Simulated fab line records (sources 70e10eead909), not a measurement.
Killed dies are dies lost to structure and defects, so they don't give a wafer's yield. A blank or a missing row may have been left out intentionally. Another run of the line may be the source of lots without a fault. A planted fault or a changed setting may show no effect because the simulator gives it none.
Problem report, 8D (eight disciplines) form, completed by code || flow nand harc || the parts of the form that need people (team, actions taken, sign-off) are left out

## 1. WHAT WENT WRONG
Wafers without a fault read 39.63 s, standard deviation 0.27; run length s at NHARC_THIN_TSV_ETCH_36 reads a mean of 35.14 s on 3 wafers belonging to 2 lots. That puts it -17 standard deviations away from the usual mean.
The step: etches the open film in Cl2/BCl3, target depth 65 nm, time 18.571 s.
Earliest sighting: wafer L173.1 on rie metal-02 at day 30 16:10. The record holds 36 wafers of 12 lots with a number at this step. By rule, "out" or "out of limits" means more than 4 standard deviations away from the usual mean. The other wafers with a number count as sound.

## 2. WHAT IT IS AND WHAT IT IS NOT
{"question": "which readings at this step", "is": "run length s", "is not": "drypump motor current A, oes product au"}
{"question": "which lots", "is": "L173, L175", "is not": "L159, L161, L163, L165, L166, L168, L172, L177, L179, L180"}
{"question": "which wafers of those lots", "is": "L173.1, L173.6, L175.2", "is not": "L173.2, L175.1, L175.6"}
{"question": "read on which tools", "is": "rie metal-02", "is not": "rie metal-03"}
{"question": "when", "is": "from day 30 16:10", "is not": "up to then (19 sound wafers); but 14 sound wafers of L172, L175, L177, L179, L180 came after"}

## 3. THE SUSPECTS, EACH WITH WHAT RULES IT OUT
Counting: any tool at a process step up to the reading remains a suspect provided it ran every lot that is out. Sound lots after the first of them don't rule it out here, since some wafers of a struck lot are sound.
- rie metal-02 at NHARC_THIN_TSV_ETCH_59 (etches the open film in Cl2/BCl3, target depth 880 nm, time 138.1 s): kept. Ran every lot that is out, first one L173 (day 30 15:54); last sound lot up to then L166 (day 27 17:28).
- rie metal-02 at NHARC_THIN_TSV_ETCH_36 (etches the open film in Cl2/BCl3, target depth 65 nm, time 18.571 s): kept. Ran every lot that is out, first one L173 (day 30 16:10); last sound lot up to then L166 (day 27 17:41). Out on those wafers are its own readings of run length s.
- Within rie metal-02 at NHARC_THIN_TSV_ETCH_36: the wafers that are out ran in chamber 0; their sound lot-mates ran in chamber 1.
What counting leaves: rie metal-02 at NHARC_THIN_TSV_ETCH_59 and rie metal-02 at NHARC_THIN_TSV_ETCH_36.

## 4. THE CAUSE (what the simulator had put in)
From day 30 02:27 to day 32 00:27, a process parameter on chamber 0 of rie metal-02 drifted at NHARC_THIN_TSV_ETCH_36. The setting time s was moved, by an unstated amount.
Counting leaves 2 suspects; this tool is one of them.

## 5. THE EFFECT CHAIN, in route order
Rows list readings where the struck wafers' mean (over those with a number) sits beyond 3 standard deviations from the usual. Only readings for which the record gives a usual standard deviation are gone through. hours: the time from each lot's start at the first step in this table that gives one to its start at this step, as a median over the lots. sigmas: the change in usual standard deviations.
{"hours": 0, "step": "NHARC_THIN_TSV_ETCH_36", "reading": "run length s", "usual": "39.63 s", "on struck wafers": 35.14, "change": -4.49, "sigmas": -17}
Here are the process steps it includes:
- NHARC_THIN_TSV_ETCH_36: etches the open film in Cl2/BCl3, target depth 65 nm, time 18.571 s.
Later measuring or inspecting steps at which every struck wafer that the step has a row for has a number for every such reading, and none has moved that far: NHARC_THIN_TSV_INSPECT_40, NHARC_END_SORT_01.

## 6. HOW IT WOULD HAVE BEEN CAUGHT EARLIER
First out-of-limits reading in this record: day 30 16:10, which is 14 hours after fault onset at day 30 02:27.
